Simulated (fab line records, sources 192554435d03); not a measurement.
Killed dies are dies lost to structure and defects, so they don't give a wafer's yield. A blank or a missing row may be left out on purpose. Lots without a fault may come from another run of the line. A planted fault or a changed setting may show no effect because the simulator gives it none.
Split-lot experiment | flow n5_finfet | 7 lots, 21 wafers read, on a route of 1938 steps

THE SPLIT
At N5_BEOL_M15_ETCH_59 (etches BARC in N2/H2, target depth 89 nm, overetch 26.7 nm, time 67.9 s), the setting time_s was moved away from the recipe's 67.9 s on 9 of the 21 wafers read, by -20.5% to +16.4%. The other wafers ran this setting at the recipe's value.

The reading is taken at the split's own step.

THE READING
coat_of_BEOL_M15_COAT_04.thk_nm (the simulator's own value, which no gauge read), in nm, at N5_BEOL_M15_ETCH_59 (etches BARC in N2/H2, target depth 89 nm, overetch 26.7 nm, time 67.9 s). The file gives no usual value for it. The 12 wafers here that ran the recipe average 718.0 nm, standard deviation 1.7 nm.

wafer  | tool, chamber at the split | time_s as run, s | against the recipe | coat_of_BEOL_M15_COAT_04.thk_nm, nm | against lot-mates on the recipe
L075.1 | rie_diel-03, 1             | 67.9             | recipe             | 714.4                               | -
L075.4 | rie_diel-03, 0             | 67.9             | recipe             | 717.6                               | -
L075.5 | rie_diel-03, 2             | 67.9             | recipe             | 717.4                               | -
L077.4 | rie_diel-03, 2             | 67.9             | recipe             | 719.2                               | -
L077.5 | rie_diel-03, 2             | 73.04            | +7.6%              | 711.8                               | -7.4
L077.6 | rie_diel-03, 1             | 73.04            | +7.6%              | 714                                 | -5.2
L079.1 | rie_diel-01, 3             | 54               | -20.5%             | 725.8                               | +9.8
L079.4 | rie_diel-01, 2             | 67.9             | recipe             | 716                                 | -
L079.6 | rie_diel-01, 2             | 54               | -20.5%             | 729.2                               | +13.2
L082.3 | rie_diel-03, 0             | 63.86            | -5.9%              | 723.4                               | +2.2
L082.4 | rie_diel-03, 2             | 63.86            | -5.9%              | 724                                 | +2.8
L082.5 | rie_diel-03, 0             | 67.9             | recipe             | 721.2                               | -
L085.3 | rie_diel-06, 1             | 54.29            | -20.0%             | 730.2                               | +10.2
L085.5 | rie_diel-06, 1             | 67.9             | recipe             | 720                                 | -
L085.6 | rie_diel-06, 2             | 54.29            | -20.0%             | 728.8                               | +8.8
L086.2 | rie_diel-03, 3             | 79.04            | +16.4%             | 708.2                               | -10.1
L086.4 | rie_diel-03, 0             | 67.9             | recipe             | 718.2                               | -
L086.6 | rie_diel-03, 3             | 67.9             | recipe             | 718.4                               | -
L092.3 | rie_diel-06, 0             | 67.9             | recipe             | 718.8                               | -
L092.4 | rie_diel-06, 2             | 67.9             | recipe             | 716.4                               | -
L092.5 | rie_diel-06, 0             | 67.9             | recipe             | 718.2                               | -

THE FIT
A straight line over all 21 wafers: coat_of_BEOL_M15_COAT_04.thk_nm changes by -0.552 nm for each +1% of time_s; r = -0.95; the points scatter about the line by 1.9 nm.
The same after taking each lot's own level away (the mean of its wafers on the recipe; 21 wafers): -0.559 nm for each +1%; r = -0.98; scatter 1.3 nm.
On that fit, the largest move of time_s shifts the reading by 11 nm.
The lots' own levels span 716.00 to 721.20 nm, that is 3.0 times the standard deviation above.
So the lot-to-lot level changes the slope little: the two slopes agree.
Check: with one of the wafers moved furthest among these (-20.5%) left out of the fit, the line predicts +11.3 nm for it against its lot-mates. It came out at +9.8 nm against them.

OTHER SPLITS ON THESE WAFERS
These wafers also went through other splits before the reading. Each is held against what the fit with the lots' levels taken away leaves over:
other split on the same wafers | wafers away from the commonest value | r with coat_of_BEOL_M15_COAT_04.thk_nm (lot level and that fit taken away)
N5_BEOL_M14_EXPOSE_25 dose_mj  | 5                                    | -0.40
N5_BEOL_M14_DESCUM_33 time_s   | 5                                    | -0.01

THE FILE'S OWN FIT
coat_of_BEOL_M15_COAT_04.thk_nm changes by -0.553 nm for each +1% of time_s, r = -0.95.
